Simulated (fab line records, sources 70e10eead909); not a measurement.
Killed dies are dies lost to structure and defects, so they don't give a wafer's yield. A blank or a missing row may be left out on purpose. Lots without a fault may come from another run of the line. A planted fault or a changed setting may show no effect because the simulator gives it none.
fab line records | flow nand_harc
record lots=24 wafers=72 last_day=24
route steps=1159 shown A_CONTACT@920 A_BLC@980 A_M0@1005 A_M1@1037
lots that met no fault: from a run of the same line without faults
start_h: hours from the record's first day to the start of the lot's first wafer shown | wait_h: hours since the lot's step before | " the same as in the row above | L1.1+2: a row that stands for several wafers | - no value, or no start given | * or withheld: withheld | < > ~ a bound
route shown NAME@n: a module of which the file shows steps, and the number in the route of the first | usual: mean/standard deviation of fault-free wafers | same: alike in all rows | chamber/n: place in a boat | sites: the reading at each site | _std_site: their standard deviation | _edge_site: outer sites' mean less inner sites' | radius_mm: how far each site lies from the wafer's centre | mask NAME#n: copy n | behind: the tool/chamber that last shaped the wafer | hold: why the lot was held/for how many hours/how that ended | device: the transistor (n, p or np) that didn't switch | end of line: the same wafers' tests at the end of the route | a step without rows: its recipe alone | killed: dies lost to structure and defects at the first sort, not the wafer's yield | map: a wafer's dies, x killed, . not, _ none there
set.NAME: the setting as run; set.NAME@STEP: as run at that earlier step | model.NAME: the simulator's own value behind a step, which no gauge read
steps of the route over a sample of lots; a table a step, a row a wafer
services: from which hour (start_h, from the record's first day; less than 0 if before it) a tool's chamber was out of use, for how many hours, and why
## steps
# step NHARC_A_CONTACT_ETCH_106
# recipe target_depth_a=600 overetch_a=60 time_s=33 ion_energy_ev=100 cf4_flow_sccm=80 o2_flow_sccm=20 ar_flow_sccm=0 rf_w=300 bias_w=100 chemistry=CF4/O2
# usual drypump_motor_current_A=5.6/0.32 oes_product_au=0.998/0.015 rf_vpp_V=198.4/1.3 showerhead_plenum_p_Torr=1.36/0.047 throttle_valve_pct=13.397/0.0079
# columns lot.wafer tool chamber start_h wait_h drypump_motor_current_A oes_product_au rf_hours_counter_h rf_vpp_V showerhead_plenum_p_Torr throttle_valve_pct
L074.2 rie_diel-08 0 376.48 0.1 5.7 0.971 14 198.2 1.35 13.397
L074.4 " 1 " " 5.9 1.002 12 197.5 1.34 13.402
L074.6 " 0 " " 5.6 0.974 - 199.2 1.35 13.389
L075.1 rie_diel-08 2 381.83 0.1 5.1 0.999 14 198.0 1.34 13.392
L075.3 " 3 " " 5.4 1.016 14 200.8 1.42 13.383
L075.6 " 1 " " 5.8 1.015 - 197.6 1.34 13.397
L076.2 rie_diel-08 2 383.47 0.1 5.1 1.007 14 197.3 1.34 13.394
L076.1 " 0 " " 5.6 0.985 15 198.5 1.35 13.397
L076.6 " 2 " " 5.1 1.014 - 198.3 1.34 13.397
L079.4 rie_diel-08 3 397.57 0.1 5.4 1.011 16 199.7 1.42 13.415
L079.1 " 1 " " 5.9 1.003 15 198.3 1.34 13.398
L079.6 " 3 " " 5.4 1.015 - 199.2 1.42 13.395
L077.2 rie_diel-08 0 399.98 0.1 5.6 0.989 17 199.2 1.35 13.393
L077.4 " 3 " " 5.5 1.026 16 199.3 1.42 13.409
L077.5 " 1 " " 5.9 1.009 - 198.0 1.33 13.393
L078.1 rie_diel-08 1 409.62 0.1 5.8 1.011 18 197.6 1.33 13.383
L078.6 " 3 " " 5.4 1.027 - 201.0 1.42 13.399
L078.5 " 0 " " 5.6 0.977 - 197.7 1.35 13.402
L082.6 rie_diel-08 3 418.30 0.1 5.5 1.020 - 199.9 1.42 13.384
L082.4 " 1 " " 5.8 1.017 - 198.1 1.33 13.390
L082.5 " 2 " " 5.1 0.998 - 197.0 1.34 13.404
L080.4 rie_diel-08 0 421.64 0.1 5.7 0.977 20 199.6 1.35 13.388
L080.2 " 1 " " 5.8 1.002 19 198.6 1.33 13.402
L080.1 " 2 " " 5.1 0.995 20 198.8 1.34 13.398
L084.2 rie_diel-13 3 432.49 0.1 5.5 0.994 55 196.0 1.23 13.389
L084.3 " 1 " " 6.1 0.988 50 197.5 1.32 13.410
L084.5 " 0 " " 5.9 0.981 - 200.0 1.43 13.392
L081.4 rie_diel-13 1 434.74 0.0 6.1 0.990 51 197.2 1.32 13.400
L081.2 " 2 " " 5.4 0.999 44 196.9 1.30 13.403
L081.6 " 2 " " 5.3 0.991 - 197.4 1.30 13.385
L083.2 rie_diel-08 1 437.71 0.1 5.9 1.001 24 197.9 1.33 13.389
L083.5 " 1 " " 5.8 1.005 - 197.0 1.33 13.392
L083.6 " 2 " " 5.1 0.988 - 197.6 1.34 13.407
L087.1 rie_diel-08 3 444.75 0.1 5.4 1.029 24 200.2 1.42 13.410
L087.6 " 3 " " 5.4 1.019 - 200.0 1.42 13.394
L087.5 " 1 " " 5.8 1.007 - 197.6 1.33 13.399
L086.1 rie_diel-08 0 445.54 0.1 5.6 0.984 27 198.3 1.35 13.390
L086.2 " 1 " " 5.9 1.002 26 197.8 1.33 13.406
L086.5 " 3 " " 5.5 1.019 - 200.0 1.42 13.410
L085.3 rie_diel-07 3 462.65 0.3 5.8 1.012 21 198.2 1.35 13.404
L085.2 " 0 " " 5.3 1.007 22 199.0 1.39 13.397
L085.5 " 1 " " 5.8 0.992 - 196.7 1.34 13.383
L088.3 rie_diel-13 2 463.19 0.3 5.3 0.983 1 197.2 1.30 13.395
L088.1 " 3 " " 5.5 1.010 1 201.2 1.45 13.406
L088.6 " 1 " " 6.1 0.995 - 196.4 1.32 13.392
L089.2 rie_diel-07 3 467.37 0.1 5.7 1.009 24 197.5 1.35 13.384
L089.5 " 0 " " 5.3 0.995 - 199.1 1.39 13.395
L089.6 " 1 " " 5.9 0.999 - 198.0 1.34 13.403
L091.2 rie_diel-13 1 472.27 0.1 6.1 0.981 6 197.9 1.32 13.390
L091.4 " 2 " " 5.3 0.976 6 196.2 1.30 13.385
L091.6 " 1 " " 6.1 0.982 - 197.7 1.32 13.401
L092.2 rie_diel-07 3 475.46 0.1 5.8 0.999 28 198.7 1.35 13.407
L092.4 " 1 " " 5.9 0.989 27 197.8 1.33 13.397
L092.6 " 0 " " 5.3 0.999 - 198.1 1.39 13.392
L090.4 rie_diel-13 0 475.59 0.1 5.9 1.001 6 200.3 1.43 13.404
L090.2 " 3 " " 5.5 1.003 8 201.8 1.44 13.397
L090.5 " 1 " " 6.1 0.999 - 196.8 1.32 13.394
L095.1 rie_diel-07 2 501.11 0.1 6.3 1.010 36 199.8 1.42 13.389
L095.3 " 0 " " 5.3 0.990 38 199.2 1.39 13.406
L095.6 " 1 " " 5.8 0.996 - 198.1 1.33 13.396
L094.2 rie_diel-07 3 505.25 0.1 5.7 1.000 40 198.2 1.34 13.397
L094.5 " 2 " " 6.3 0.996 - 200.4 1.42 13.393
L094.6 " 3 " " 5.7 0.994 - 198.4 1.34 13.409
L093.2 rie_diel-08 3 509.20 0.1 5.4 1.008 4 198.9 1.42 13.401
L093.1 " 0 " " 5.6 1.005 4 198.1 1.35 13.392
L093.6 " 1 " " 5.9 0.981 - 198.3 1.33 13.390
L096.1 rie_diel-13 3 513.71 0.0 5.5 1.006 23 199.5 1.44 13.392
L096.4 " 2 " " 5.3 0.976 22 198.3 1.30 13.397
L096.5 " 0 " " 5.9 0.999 - 199.7 1.43 13.400
L097.3 rie_diel-08 2 515.06 0.1 5.1 1.011 6 196.4 1.34 13.425
L097.4 " 3 " " 5.4 1.016 5 198.8 1.42 13.402
L097.6 " 1 " " 5.8 0.969 - 198.6 1.33 13.396
# step NHARC_A_BLC_ETCH_18
# recipe target_depth_a=9100 c4f8_flow_sccm=20 o2_flow_sccm=10 ar_flow_sccm=withheld rf_w=600 bias_w=1500 chemistry=C4F8/O2/Ar
# usual oes_product_au=0.946/0.025 rf_vpp_V=980/3.7
# columns lot.wafer tool chamber start_h wait_h oes_product_au rf_hours_counter_h rf_vpp_V
L074.2 rie_diel-04 2 - - 0.994 11 981
L074.4 " 3 " " 0.958 11 981
L074.6 " 1 " " 0.976 - 975
L075.3 rie_diel-04 0 - - 0.932 8 981
L075.1 " 2 " " 0.942 11 981
L075.6 " 0 " " 0.926 - 981
L076.1 rie_diel-04 0 - - 0.913 9 980
L076.2 " 1 " " 0.906 6 976
L076.6 " 3 " " 0.926 - 982
L079.4 rie_diel-04 0 - - 0.973 10 980
L079.1 " 2 " " 0.947 13 980
L079.6 " 3 " " 0.913 - 983
L077.2 rie_diel-02 3 - - 0.962 9 987
L077.4 " 0 " " 0.984 7 971
L077.5 " 1 " " 0.984 - 983
L078.1 rie_diel-04 0 - - 0.930 12 980
L078.5 " 2 " " 0.940 - 982
L078.6 " 3 " " 0.925 - 981
L082.4 rie_diel-02 1 - - 0.917 9 982
L082.5 " 2 " " 0.909 - 981
L082.6 " 3 " " 0.921 - 986
L080.4 rie_diel-04 1 - - 0.957 10 976
L080.1 " 2 " " 0.934 16 981
L080.2 " 0 " " 0.930 12 982
L081.4 rie_diel-02 3 - - 0.922 11 987
L081.2 " 0 " " 0.941 9 972
L081.6 " 0 " " 0.935 - 972
L084.2 rie_diel-06 0 - - 0.948 8 979
L084.3 " 2 " " 0.981 8 983
L084.5 " 0 " " 0.950 - 980
L083.2 rie_diel-04 1 - - 0.926 13 975
L083.6 " 1 " " 0.921 - 976
L083.5 " 2 " " 0.961 - 981
L087.1 rie_diel-04 0 - - 0.954 13 979
L087.5 " 2 " " 0.991 - 982
L087.6 " 3 " " 0.972 - 981
L086.1 rie_diel-02 2 - - 0.909 13 981
L086.2 " 1 " " 0.924 12 980
L086.5 " 3 " " 0.907 - 988
L085.3 rie_diel-02 2 - - 0.904 15 980
L085.2 " 1 " " 0.927 14 981
L085.5 " 2 " " 0.918 - 980
L088.3 rie_diel-06 0 - - 0.914 22 980
L088.1 " 1 " " 0.915 22 974
L088.6 " 0 " " 0.917 - 979
L089.2 rie_diel-04 2 - - 0.967 1 981
L089.5 " 3 " " 0.984 - 983
L089.6 " 1 " " 0.943 - 975
L091.2 rie_diel-04 2 - - 0.974 2 983
L091.6 " 2 " " 0.974 - 982
L091.4 " 3 " " 0.971 - 982
L090.2 rie_diel-04 1 - - 0.940 3 975
L090.5 " 2 " " 0.966 - 982
L090.4 " 3 " " 0.974 - 981
L092.2 rie_diel-06 2 496.14 0.6 0.966 16 984
L092.4 " 2 " " 0.960 - 984
L092.6 " 3 " " 0.944 - 982
L095.1 rie_diel-04 3 - - 0.971 4 982
L095.3 " 2 " " 0.972 4 980
L095.6 " 0 " " 0.958 - 981
L094.2 rie_diel-02 2 - - 0.964 0 981
L094.6 " 2 " " 0.961 - 981
L094.5 " 3 " " 0.949 - 986
L093.1 rie_diel-04 1 - - 0.952 5 975
L093.2 " 2 " " 0.972 5 982
L093.6 " 2 " " 0.987 - 982
L096.4 rie_diel-04 0 - - 0.970 3 982
L096.1 " 1 " " 0.942 6 975
L096.5 " 1 " " 0.946 - 975
L097.3 rie_diel-06 2 - - 0.916 32 983
L097.4 " 3 " " 0.921 - 983
L097.6 " 2 " " 0.920 - 982
# step NHARC_A_M0_OVL_MEAS_10
# recipe pitch_nm=160
# usual overlay_x_nm=-0.1/0.69 overlay_y_nm=0.0/0.78
# columns lot.wafer tool chamber start_h wait_h overlay_x_nm overlay_y_nm
L074.2 overlay-01 - 391.87 - -1.1 0.5
L074.4 " - " " -1.1 0.3
L074.6 " - " " -1.3 -0.4
L075.1 overlay-01 - 401.99 - -0.4 0.7
L075.3 " - " " -0.3 1.0
L075.6 " - " " 0.1 0.6
L076.1 overlay-01 - 402.42 - 0.2 0.3
L076.2 " - " " 0.1 -0.3
L076.6 " - " " -0.3 -0.4
L079.1 overlay-02 - 410.30 - -1.0 -0.9
L079.4 " - " " -0.5 -1.1
L079.6 " - " " -0.6 -0.6
L077.2 overlay-01 - 412.49 - 0.6 -0.3
L077.4 " - " " 0.1 0.9
L077.5 " - " " -0.1 -0.2
L078.1 overlay-01 - 429.51 - -1.1 -1.2
L078.5 " - " " -1.0 -1.4
L078.6 " - " " -1.7 -1.7
L082.4 overlay-01 - 433.86 - -0.6 0.2
L082.5 " - " " -0.5 -0.1
L082.6 " - " " -1.1 0.5
L080.1 overlay-02 - 437.10 - 0.6 -0.9
L080.2 " - " " 0.5 -0.4
L080.4 " - " " 0.2 -0.4
L081.2 overlay-01 - 449.58 - 0.2 1.4
L081.4 " - " " -0.1 1.9
L081.6 " - " " -0.7 1.4
L084.2 overlay-01 - 450.09 - 0.2 -0.2
L084.3 " - " " 0.0 -0.5
L084.5 " - " " -0.5 -0.6
L083.2 overlay-02 - 450.52 - -1.4 0.6
L083.5 " - " " -1.5 0.8
L083.6 " - " " -0.6 0.7
L087.1 overlay-02 - 462.31 - 0.4 -0.8
L087.5 " - " " 0.6 -0.8
L087.6 " - " " 0.1 -0.9
L086.1 overlay-02 - 463.19 - -0.2 0.3
L086.2 " - " " -0.4 0.8
L086.5 " - " " -0.2 0.7
L085.2 overlay-02 - 492.47 - -1.1 0.0
L085.3 " - " " -0.4 0.1
L085.5 " - " " -0.9 0.1
L088.1 overlay-02 - 492.92 - 0.7 0.6
L088.3 " - " " 0.8 0.8
L088.6 " - " " 0.1 0.8
L089.2 overlay-02 - 493.95 - 1.0 0.7
L089.5 " - " " 0.5 0.2
L089.6 " - " " 0.7 0.7
L091.2 overlay-02 - 501.28 - 0.2 0.2
L091.4 " - " " -0.7 0.4
L091.6 " - " " -0.2 0.3
L090.2 overlay-02 - 501.83 - 0.5 -0.7
L090.4 " - " " 1.0 -0.9
L090.5 " - " " 0.6 -1.3
L092.2 overlay-02 - 502.37 - 0.4 0.1
L092.4 " - " " -0.1 0.9
L092.6 " - " " -0.6 0.6
L095.1 overlay-01 - 516.40 - 1.2 -0.9
L095.3 " - " " 0.3 -0.9
L095.6 " - " " 1.3 -0.9
L094.2 overlay-02 - 519.70 - 0.4 0.3
L094.5 " - " " 0.1 0.4
L094.6 " - " " 0.8 0.6
L093.1 overlay-01 - 527.78 - 0.2 -1.1
L093.2 " - " " 0.1 -0.2
L093.6 " - " " 0.1 -0.7
L096.1 overlay-01 - 535.33 - -0.1 0.8
L096.4 " - " " 0.0 1.4
L096.5 " - " " -0.3 1.3
L097.3 overlay-02 - 535.98 - 0.7 -0.9
L097.4 " - " " 0.7 -0.8
L097.6 " - " " 1.2 -0.2
# step NHARC_A_M1_OVL_MEAS_10
# recipe pitch_nm=240
# usual overlay_x_nm=-0.1/0.78 overlay_y_nm=0.0/0.8
# columns lot.wafer tool chamber start_h wait_h overlay_x_nm overlay_y_nm
L074.2 overlay-02 - 396.07 - -0.1 0.5
L074.4 " - " " 0.0 0.4
L074.6 " - " " -0.4 0.9
L075.1 overlay-01 - 406.49 - -0.3 0.7
L075.3 " - " " -0.6 1.1
L075.6 " - " " -0.5 1.2
L076.1 overlay-01 - 407.21 - 0.8 -1.7
L076.2 " - " " 1.0 -1.9
L076.6 " - " " 0.7 -1.5
L079.1 overlay-02 - 414.61 - -0.4 -0.1
L079.4 " - " " -0.6 -0.9
L079.6 " - " " -0.3 -0.1
L077.2 overlay-01 - 416.64 - -0.1 0.5
L077.4 " - " " -0.5 0.3
L077.5 " - " " 0.2 -0.3
L078.1 overlay-01 - 433.63 - -0.3 -1.3
L078.5 " - " " -0.1 -0.9
L078.6 " - " " -0.4 -1.1
L082.4 overlay-02 - 437.86 - 0.4 -0.6
L082.5 " - " " 0.4 -0.9
L082.6 " - " " 0.0 -1.0
L080.1 overlay-01 - 441.43 - -0.4 0.1
L080.2 " - " " -0.4 0.2
L080.4 " - " " 0.1 0.2
L081.2 overlay-01 - 453.61 - 0.4 -0.1
L081.4 " - " " 0.9 -0.6
L081.6 " - " " -0.1 -1.4
L084.2 overlay-01 - 454.32 - 0.0 -0.1
L084.3 " - " " -0.4 -0.1
L084.5 " - " " 0.1 -0.7
L083.2 overlay-02 - 454.96 - -0.3 0.0
L083.5 " - " " -0.1 0.2
L083.6 " - " " 0.6 0.6
L087.1 overlay-02 - 466.39 - 1.2 0.3
L087.5 " - " " 1.1 0.3
L087.6 " - " " 0.3 -0.3
L086.1 overlay-02 - 467.26 - 1.2 -0.3
L086.2 " - " " 1.6 -0.2
L086.5 " - " " 1.4 -0.2
L085.2 overlay-02 - 496.54 - 0.9 1.1
L085.3 " - " " 1.2 1.3
L085.5 " - " " 0.3 1.4
L088.1 overlay-01 - 497.14 - -0.6 1.3
L088.3 " - " " -0.7 1.5
L088.6 " - " " -0.5 1.0
L089.2 overlay-01 - 498.05 - 0.8 0.3
L089.5 " - " " 1.4 1.2
L089.6 " - " " 1.2 -0.1
L091.2 overlay-01 - 505.56 - -1.6 0.2
L091.4 " - " " -1.3 0.4
L091.6 " - " " -1.5 0.5
L090.2 overlay-02 - 505.88 - -0.5 0.1
L090.4 " - " " -0.5 0.4
L090.5 " - " " -1.2 0.0
L092.2 overlay-01 - 506.65 - -1.0 -0.8
L092.4 " - " " -0.6 0.1
L092.6 " - " " -1.0 -0.5
L095.1 overlay-01 - 520.79 - -0.8 1.5
L095.3 " - " " -0.7 1.7
L095.6 " - " " -0.7 1.1
L094.2 overlay-02 - 524.30 - -1.2 0.5
L094.5 " - " " -0.5 0.7
L094.6 " - " " -0.9 1.1
L093.1 overlay-02 - 532.03 - 0.1 0.0
L093.2 " - " " 0.5 0.2
L093.6 " - " " 0.1 -0.6
L096.1 overlay-02 - 539.36 - 0.2 0.3
L096.4 " - " " -0.5 -0.1
L096.5 " - " " 0.2 0.4
L097.3 overlay-02 - 540.09 - 0.6 -0.4
L097.4 " - " " 0.7 -0.9
L097.6 " - " " 1.4 -0.4
# step NHARC_A_M1_ETCH_35
# recipe target_depth_a=400 overetch_a=120 time_s=43.94 ion_energy_ev=200 n2_flow_sccm=150 h2_flow_sccm=150 ar_flow_sccm=0 rf_w=400 bias_w=150 chemistry=N2/H2
# usual drypump_motor_current_A=5.6/0.45 oes_product_au=0.991/0.013 rf_vpp_V=431.5/2.6 showerhead_plenum_p_Torr=2.08/0.092 throttle_valve_pct=14.171/0.009
# columns lot.wafer tool chamber start_h wait_h drypump_motor_current_A oes_product_au rf_hours_counter_h rf_vpp_V showerhead_plenum_p_Torr throttle_valve_pct
L074.2 rie_diel-05 1 396.28 0.1 6.6 1.006 4 433.9 2.18 14.164
L074.4 " 2 " " 5.4 0.997 - 429.4 1.99 14.171
L074.6 " 3 " " 5.7 0.983 - 430.8 2.05 14.170
L075.1 rie_diel-05 1 406.69 0.1 6.7 1.000 4 434.3 2.18 14.167
L075.3 " 2 " " 5.3 0.989 4 430.1 1.99 14.167
L075.6 " 3 " " 5.7 0.973 - 431.4 2.05 14.176
L076.2 rie_diel-05 3 407.42 0.1 5.7 0.984 4 429.9 2.05 14.164
L076.1 " 2 " " 5.3 1.002 4 429.3 1.99 14.180
L076.6 " 1 " " 6.7 1.006 - 435.1 2.18 14.175
L079.4 rie_diel-12 3 414.79 0.1 5.3 1.004 0 432.3 2.11 14.170
L079.1 " 1 " " 6.2 0.998 1 434.3 2.17 14.177
L079.6 " 3 " " 5.3 1.004 - 433.0 2.11 14.154
L077.4 rie_diel-12 3 416.82 0.1 5.3 1.013 1 431.0 2.11 14.168
L077.2 " 0 " " 5.3 0.992 1 433.7 2.18 14.166
L077.5 " 0 " " 5.3 0.997 - 434.8 2.18 14.186
L078.1 rie_diel-10 3 433.82 0.1 5.0 0.990 4 435.3 2.19 14.176
L078.6 " 2 " " 5.3 0.987 - 428.7 1.94 14.184
L078.5 " 3 " " 5.0 0.985 - 434.6 2.19 14.188
L082.4 rie_diel-12 2 438.05 0.1 5.2 0.998 1 431.9 2.10 14.168
L082.5 " 2 " " 5.2 0.999 - 431.9 2.10 14.168
L082.6 " 3 " " 5.3 1.008 - 430.9 2.11 14.159
L080.4 rie_diel-05 3 441.61 0.1 5.7 0.973 8 430.1 2.05 14.178
L080.1 " 0 " " 5.5 1.002 1 432.9 2.13 14.175
L080.2 " 2 " " 5.3 0.984 7 430.2 1.99 14.172
L081.2 rie_diel-12 3 453.79 0.1 5.3 0.994 1 433.2 2.11 14.168
L081.4 " 2 " " 5.2 1.003 2 432.0 2.10 14.165
L081.6 " 0 " " 5.4 0.990 - 433.3 2.18 14.173
L084.3 rie_diel-05 2 454.50 0.1 5.3 0.981 7 429.8 1.99 14.166
L084.2 " 3 " " 5.7 0.980 9 432.2 2.05 14.166
L084.5 " 2 " " 5.3 0.982 - 429.6 1.99 14.162
L083.2 rie_diel-10 0 455.14 0.1 5.8 1.006 9 428.4 1.96 14.164
L083.5 " 3 " " 5.0 0.996 - 434.8 2.19 14.170
L083.6 " 0 " " 5.8 1.006 - 428.1 1.96 14.187
L087.1 rie_diel-05 3 466.58 0.1 5.7 0.972 10 430.5 2.05 14.173
L087.5 " 3 " " 5.7 0.977 - 431.4 2.05 14.178
L087.6 " 0 " " 5.5 0.991 - 433.7 2.13 14.169
L086.2 rie_diel-10 0 467.45 0.1 5.8 0.990 10 429.5 1.96 14.174
L086.1 " 1 " " 5.7 0.963 10 428.0 1.97 14.161
L086.5 " 3 " " 5.0 0.984 - 434.8 2.19 14.179
L085.3 rie_diel-10 0 496.72 0.1 5.8 0.997 12 428.7 1.96 14.176
L085.2 " 1 " " 5.7 0.958 12 426.6 1.97 14.171
L085.5 " 1 " " 5.7 0.965 - 427.5 1.96 14.175
L088.3 rie_diel-12 2 497.33 0.1 5.2 0.998 3 432.7 2.10 14.168
L088.1 " 3 " " 5.3 1.002 2 432.5 2.11 14.166
L088.6 " 2 " " 5.2 1.004 - 431.7 2.10 14.168
L089.2 rie_diel-05 0 498.24 0.1 5.5 0.978 4 431.8 2.13 14.171
L089.6 " 2 " " 5.3 0.996 - 428.4 1.99 14.173
L089.5 " 3 " " 5.7 0.983 - 430.1 2.05 14.169
L091.4 rie_diel-05 0 505.74 0.1 5.5 0.985 4 433.3 2.13 14.177
L091.2 " 2 " " 5.4 0.994 10 428.6 1.99 14.170
L091.6 " 1 " " 6.7 1.009 - 435.5 2.18 14.172
L090.4 rie_diel-10 0 506.07 0.1 5.7 0.999 12 427.5 1.96 14.180
L090.2 " 1 " " 5.7 0.961 12 429.2 1.96 14.165
L090.5 " 2 " " 5.3 0.985 - 428.8 1.94 14.157
L092.2 rie_diel-10 3 506.84 0.1 5.0 0.992 9 434.3 2.19 14.181
L092.4 " 1 " " 5.7 0.958 12 428.1 1.96 14.173
L092.6 " 0 " " 5.8 0.996 - 428.1 1.96 14.161
L095.1 rie_diel-10 2 520.97 0.1 5.3 0.987 12 427.8 1.94 14.180
L095.3 " 1 " " 5.7 0.979 13 429.9 1.96 14.176
L095.6 " 2 " " 5.3 0.982 - 427.9 1.94 14.153
L094.2 rie_diel-10 2 524.48 0.1 5.3 0.986 13 427.3 1.94 14.168
L094.5 " 2 " " 5.3 0.974 - 428.9 1.94 14.165
L094.6 " 3 " " 5.0 0.997 - 435.4 2.19 14.169
L093.2 rie_diel-12 1 532.22 0.1 6.2 1.008 3 434.3 2.17 14.150
L093.1 " 2 " " 5.2 0.999 4 432.5 2.10 14.177
L093.6 " 0 " " 5.3 0.998 - 434.3 2.18 14.180
L096.4 rie_diel-05 3 539.60 0.1 5.7 0.991 0 430.2 2.05 14.162
L096.1 " 1 " " 6.7 0.998 0 434.0 2.18 14.168
L096.5 " 0 " " 5.5 0.997 - 434.7 2.13 14.172
L097.4 rie_diel-10 2 540.28 0.1 5.3 0.983 0 427.6 1.94 14.178
L097.3 " 1 " " 5.7 0.953 0 428.2 1.96 14.189
L097.6 " 2 " " 5.3 0.991 - 427.1 1.94 14.172
# step NHARC_A_M1_CD_MEAS_16
# usual cd_nm=119.5/0.78
# columns lot.wafer tool chamber start_h wait_h cd_nm
L074.2 cd_sem-02 - 396.52 - 119.1
L074.4 " - " " 119.5
L074.6 " - " " 120.1
L075.1 cd_sem-02 - 406.94 - 120.1
L075.3 " - " " 120.6
L075.6 " - " " 120.8
L076.1 cd_sem-01 - 407.66 - 119.7
L076.2 " - " " 119.6
L076.6 " - " " 119.5
L079.1 cd_sem-02 - 415.01 - 119.5
L079.4 " - " " 118.7
L079.6 " - " " 118.9
L077.2 cd_sem-02 - 417.05 - 120.4
L077.4 " - " " 120.7
L077.5 " - " " 119.8
L078.1 cd_sem-01 - 434.04 - 118.6
L078.5 " - " " 120.2
L078.6 " - " " 118.9
L082.4 cd_sem-01 - 438.27 - 118.7
L082.5 " - " " 118.5
L082.6 " - " " 119.0
L080.1 cd_sem-02 - 441.83 - 120.0
L080.2 " - " " 119.9
L080.4 " - " " 118.9
L081.2 cd_sem-01 - 454.01 - 118.9
L081.4 " - " " 119.0
L081.6 " - " " 120.1
L084.2 cd_sem-01 - 454.73 - 120.2
L084.3 " - " " 118.3
L084.5 " - " " 120.7
L083.2 cd_sem-03 - 455.36 - 119.1
L083.5 " - " " 119.0
L083.6 " - " " 120.4
L087.1 cd_sem-01 - 466.80 - 119.3
L087.5 " - " " 119.1
L087.6 " - " " 120.2
L086.1 cd_sem-02 - 467.66 - 119.1
L086.2 " - " " 119.6
L086.5 " - " " 119.1
L085.2 cd_sem-03 - 496.94 - 118.5
L085.3 " - " " 119.7
L085.5 " - " " 118.0
L088.1 cd_sem-03 - 497.55 - 119.3
L088.3 " - " " 120.4
L088.6 " - " " 119.0
L089.2 cd_sem-01 - 498.46 - 119.3
L089.5 " - " " 118.2
L089.6 " - " " 119.7
L091.2 cd_sem-02 - 505.97 - 119.7
L091.4 " - " " 118.9
L091.6 " - " " 118.8
L090.2 cd_sem-03 - 506.29 - 117.8
L090.4 " - " " 119.2
L090.5 " - " " 118.9
L092.2 cd_sem-01 - 507.06 - 119.9
L092.4 " - " " 118.0
L092.6 " - " " 119.9
L095.1 cd_sem-01 - 521.19 - 120.7
L095.3 " - " " 118.6
L095.6 " - " " 119.0
L094.2 cd_sem-03 - 524.70 - 119.8
L094.5 " - " " 119.7
L094.6 " - " " 119.8
L093.1 cd_sem-01 - 532.43 - 118.4
L093.2 " - " " 118.5
L093.6 " - " " 120.1
L096.1 cd_sem-03 - 539.81 - 120.3
L096.4 " - " " 119.7
L096.5 " - " " 119.7
L097.3 cd_sem-03 - 540.50 - 117.6
L097.4 " - " " 118.7
L097.6 " - " " 119.3
## services
# columns tool chamber start_h hours kind
rie_diel-10 - 353.50 9.0 pm
rie_diel-02 0 363.97 4.9 repair
rie_diel-04 - 365.20 0.1 repair
rie_diel-05 - 366.16 0.2 repair
rie_diel-12 - 379.43 9.0 pm
rie_diel-05 - 379.84 2.5 repair
rie_diel-10 3 385.27 18.8 repair
rie_diel-12 3 397.74 4.8 repair
rie_diel-13 1 399.79 10.7 repair
rie_diel-05 2 411.47 4.8 repair
rie_diel-08 0 417.33 3.9 repair
rie_diel-10 - 419.87 0.7 repair
rie_diel-05 1 425.04 9.3 repair
rie_diel-04 0 435.65 15.3 repair
rie_diel-04 1 436.70 2.2 repair
rie_diel-10 2 458.84 5.7 repair
rie_diel-08 - 459.16 21.9 repair
rie_diel-04 - 466.09 9.0 pm
rie_diel-05 0 469.56 15.5 repair
rie_diel-04 0 475.91 20.4 repair
rie_diel-05 - 486.62 0.6 repair
rie_diel-05 1 510.18 1.3 repair
rie_diel-05 - 517.73 9.0 pm
rie_diel-10 - 530.50 9.0 pm
## key
fault none
